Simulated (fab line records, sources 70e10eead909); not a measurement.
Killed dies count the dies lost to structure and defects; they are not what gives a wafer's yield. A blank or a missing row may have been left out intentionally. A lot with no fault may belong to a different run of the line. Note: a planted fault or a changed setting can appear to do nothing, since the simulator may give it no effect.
Chamber matching ; flow nand_harc ; 4 sister chambers for NHARC_P_M1_STRIP_18 on rie_diel-06
The step strips in N2/H2. 4 wafers are shown with their chamber, then 8 later ones without.

EACH WAFER AND ITS CHAMBER
wafer;chamber;drypump_motor_current_A (A)
L091.2;3;6.24
L091.3;0;6.14
L091.4;1;5.63
L092.3;2;5.28

WAFERS MISSING THEIR CHAMBER
wafer;drypump_motor_current_A (A)
L092.4;6.14
L092.6;6.26
L094.2;6.23
L094.5;5.31
L094.6;6.25
L097.2;6.24
L097.3;5.30
L097.6;6.14

CHAMBER TAKEN BY EACH
wafer;from the rows above;in truth
L092.4;0;0
L092.6;3;3
L094.2;3;3
L094.5;2;2
L094.6;3;3
L097.2;3;3
L097.3;2;2
L097.6;0;0
Correctly placed: 8 of 8. Not placeable from these rows: 0. Number placed wrongly: 0.
How it was worked out, from the rows above alone: a wafer's distance from a chamber is the root of the sum, over the readings, of the square of ((its reading less the chamber's mean) divided by the reading's scatter). The wafer belongs to the nearest chamber; if the next one is less than 2 further off, it can't be placed. A chamber's mean is the mean of its shown wafers. The scatter (one wafer shown for each chamber): square how far every hidden wafer sits from the nearest shown wafer, average those squares and take the square root.
